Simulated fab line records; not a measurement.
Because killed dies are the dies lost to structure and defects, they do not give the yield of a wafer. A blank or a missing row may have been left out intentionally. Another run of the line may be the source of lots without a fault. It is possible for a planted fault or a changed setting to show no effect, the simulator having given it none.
Struck lot and sound lot, side by side -- flow nand_harc -- 15 steps out of a route of 1302
Sound: the wafers L976.1, L976.5, L976.6. Wafers struck: L985.2, L985.3, L985.5. The cause is named last.
Each step with rows lists, per side, the tool, then ch with its chambers, then its first start. Under that, the readings that differ: sound wafers -- struck wafers -- difference of the means -- sigmas: that difference in standard deviations of wafers without a fault.
alike: readings whose means differ by less than 2 such deviations, and words and numbers that are the same on both sides. not compared: withheld readings, readings that some wafer has no value for, bounds like >300 that may hide the same value, and numbers for which the record gives no deviation and whose values overlap.
Wherever a step has rows on one side only, a row that says differs or no value, or a row with sigmas, the two part there. When numbers do not overlap yet have no deviation, they are printed without sigmas and do not part them. A reading that every wafer of one side lacks parts them only if that side has two wafers or more.

first, 1 step without rows for these wafers: NHARC_P_ZERO_WELL_HARDBAKE_25 (time 80 s).
NHARC_P_ZERO_WELL_DESCUM_26: chemistry O2, time 3 s.
  sound on rie_diel-11 ch 1,2, day 3 04:39; struck on rie_diel-11 ch 0,2, day 6 22:50
  alike: drypump_motor_current_A, oes_product_au, rf_vpp_V, showerhead_plenum_p_Torr, throttle_valve_pct
  not compared: rf_hours_counter_h
then, 10 steps without rows for these wafers: NHARC_P_ZERO_WELL_IMPLANT_27; NHARC_P_ZERO_WELL_IMPLANT_57; NHARC_P_ZERO_WELL_IMPLANT_58; NHARC_P_ZERO_WELL_STRIP_28 (strips in SPM, time 840 s); NHARC_P_ZERO_WELL_DEHYDRATE_29 (time 120 s); NHARC_P_ZERO_WELL_HMDS_30 (time 30 s); NHARC_P_ZERO_WELL_COAT_31; NHARC_P_ZERO_WELL_SOFTBAKE_32 (time 95 s); NHARC_P_ZERO_WELL_EBR_33; NHARC_P_ZERO_WELL_EXPOSE_34 (exposes mask P PWELL, target cd 720 nm).
NHARC_P_ZERO_WELL_PEB_35: peb time 85 s.
  sound on litho_track-07 ch 0, day 3 05:55; struck on litho_track-02 ch 0, day 7 00:13
reading,sound,struck,difference,sigmas
heater_power_total_W (W),163.81 164.51 163.75,161.04 161.48 161.11,-2.81,-10
plate_temp_C (C),118.11 118.28 118.12,116.55 116.92 116.60,-1.48,-10
  alike: resist_line_temp_C
then, 1 step without rows for these wafers: NHARC_P_ZERO_WELL_DEVELOP_36 (time 70 s).
-- break in the record here, with 22 days between the starts of the struck wafers on either side (left off in module P_ZERO_WELL, picked up again in module END, where the first step shown is number 1302 on the route) --
NHARC_END_SORT_01:
  at this point the record logs the struck wafers (prober-01 ch 0, day 29 09:05) and has no rows for the sound ones

## WHERE THEY PART
At NHARC_P_ZERO_WELL_PEB_35 first; at NHARC_END_SORT_01 last (within this record only).

WHY: the cause the simulator had injected
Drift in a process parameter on litho_track-02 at NHARC_P_ZERO_WELL_PEB_35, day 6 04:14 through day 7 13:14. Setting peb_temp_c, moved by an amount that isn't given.
